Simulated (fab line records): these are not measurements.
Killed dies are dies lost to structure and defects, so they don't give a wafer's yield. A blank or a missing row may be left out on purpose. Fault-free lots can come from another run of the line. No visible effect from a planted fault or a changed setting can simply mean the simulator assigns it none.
Split-lot experiment ; flow n5Finfet ; 7 lots, 21 wafers read, on a route of 1938 steps

## ABOUT THE SPLIT
At N5_BEOL_M6_TRENCH_ETCH_37 (etches SiCOH lowk in C4F6/O2, target depth 94.435 nm, time 31.5 s), the setting timeS was moved away from the recipe's 31.5 s on 4 of the 21 wafers read, by -15.6% to +17.9%. All remaining wafers had this setting at the recipe value.

## FROM THE SPLIT TO THE READING: what the file shows between them, 11 steps
- N5_BEOL_M6_ETCH_41: etches SiCN in CH3F/O2, target depth 29.7 nm, time 52 s
- N5_BEOL_M6_STRIP_80: strips in N2/H2, time 10 s
- N5_BEOL_M6_OCD_MEAS_38
- N5_BEOL_M6_HM_STRIP_39: strips TiN in peroxide tin strip, target depth 25 nm, time 158 s
- N5_BEOL_M6_SRD_40: time 30 s
- N5_BEOL_M6_ECD_50: material Cu, target thk 300 nm
- N5_BEOL_M6_ANNEAL_51: time 90 s
- N5_BEOL_M6_CMP_52: polishes, stops on SiCOH lowk, t overpolish 6.9 s, target thk 80 nm
- N5_BEOL_M6_THK_MEAS_53: measures by xrf
- N5_BEOL_M6_PRE_CLEAN_55: time 15 s
- N5_BEOL_M6_DEP_56: deposits SiCN from 3MS/NH3, target thk 10 nm, time 17.5 s

## THE READING
M6_RS (ohm/sq), read at N5_BEOL_M6_RS_MEAS_57 with a four-point probe. On this fab line, fault-free wafers typically give 0.285 ohm/sq with a standard deviation of 0.0065 ohm/sq.

wafer;tool, chamber at the split;timeS as run, s;against the recipe;M6_RS, ohm/sq;against lot-mates on the recipe
L074.3;rieDiel-05, 0;31.5;recipe;0.288;-
L074.5;rieDiel-05, 2;31.5;recipe;0.295;-
L074.6;rieDiel-05, 1;31.5;recipe;0.288;-
L076.1;rieDiel-06, 0;31.5;recipe;0.276;-
L076.3;rieDiel-06, 3;31.5;recipe;0.291;-
L076.5;rieDiel-06, 1;31.5;recipe;0.282;-
L080.1;rieDiel-06, 2;31.5;recipe;0.283;-
L080.3;rieDiel-06, 1;26.58;-15.6%;0.365;+0.074
L080.4;rieDiel-06, 3;31.5;recipe;0.300;-
L083.1;rieDiel-01, 3;31.5;recipe;0.289;-
L083.4;rieDiel-01, 1;34.7;+10.2%;0.250;-0.038
L083.5;rieDiel-01, 1;31.5;recipe;0.288;-
L087.1;rieDiel-06, 1;31.5;recipe;0.282;-
L087.5;rieDiel-06, 0;31.5;recipe;0.278;-
L087.6;rieDiel-06, 1;31.5;recipe;0.287;-
L090.1;rieDiel-01, 3;37.15;+17.9%;0.228;-0.051
L090.5;rieDiel-01, 3;31.5;recipe;0.291;-
L090.6;rieDiel-01, 2;31.5;recipe;0.268;-
L093.2;rieDiel-01, 3;27.14;-13.8%;0.352;+0.069
L093.4;rieDiel-01, 0;31.5;recipe;0.280;-
L093.6;rieDiel-01, 1;31.5;recipe;0.287;-

FIT RESULTS
A straight line over all 21 wafers: M6_RS changes by -0.00413 ohm/sq for each +1% of timeS; r = -0.95; the points scatter about the line by 0.0087 ohm/sq.
The same after taking each lot's own level away (the mean of its wafers on the recipe; 21 wafers): -0.00396 ohm/sq for each +1%; r = -0.96; scatter 0.008 ohm/sq.
The reading moves by 0.071 ohm/sq for the largest change in timeS, on that fit.
Measured against the standard deviation above, the lots' own levels, which go from 0.2795 to 0.2915 ohm/sq, span 1.8 times it.
The two slopes are in agreement: the lot-to-lot level therefore moves the slope only a little.
Check: for one of the wafers moved furthest among these (+17.9%), held out of the fit, the line's prediction against its lot-mates is -0.0816 ohm/sq. It came out at -0.0515 ohm/sq against them.

## THE WHOLE CHAIN: every reading that the file lists as answering this split, in the file's order
step;what it does;reading;change (the file's fit);r (the file's)
N5_BEOL_M6_TRENCH_ETCH_37;etches SiCOH lowk in C4F6/O2, target depth 94.435 nm, time 31.5 s;etch.depthNm (the simulator's own value, which no gauge read);+0.909 nm for each +1% of the setting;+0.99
N5_BEOL_M6_TRENCH_ETCH_37;etches SiCOH lowk in C4F6/O2, target depth 94.435 nm, time 31.5 s;BEOL_M6.featureDepthNm (the simulator's own value, which no gauge read);+0.907 nm for each +1% of the setting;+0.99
N5_BEOL_M6_OCD_MEAS_38;;trenchDepthNm;+0.916 nm for each +1% of the setting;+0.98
N5_BEOL_M6_CMP_52;polishes, stops on SiCOH lowk, t overpolish 6.9 s, target thk 80 nm;Cu_of_BEOL_M6_ECD_50.thkNm (the simulator's own value, which no gauge read);+0.902 nm for each +1% of the setting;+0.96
N5_BEOL_M6_THK_MEAS_53;measures by xrf;M6_THK;+0.907 for each +1% of the setting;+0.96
N5_BEOL_M6_RS_MEAS_57;measures by four-point-probe;M6_RS;-0.00397 for each +1% of the setting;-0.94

## THE FILE'S OWN FIT
M6_RS changes by -0.00397 ohm/sq for each +1% of timeS, r = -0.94.
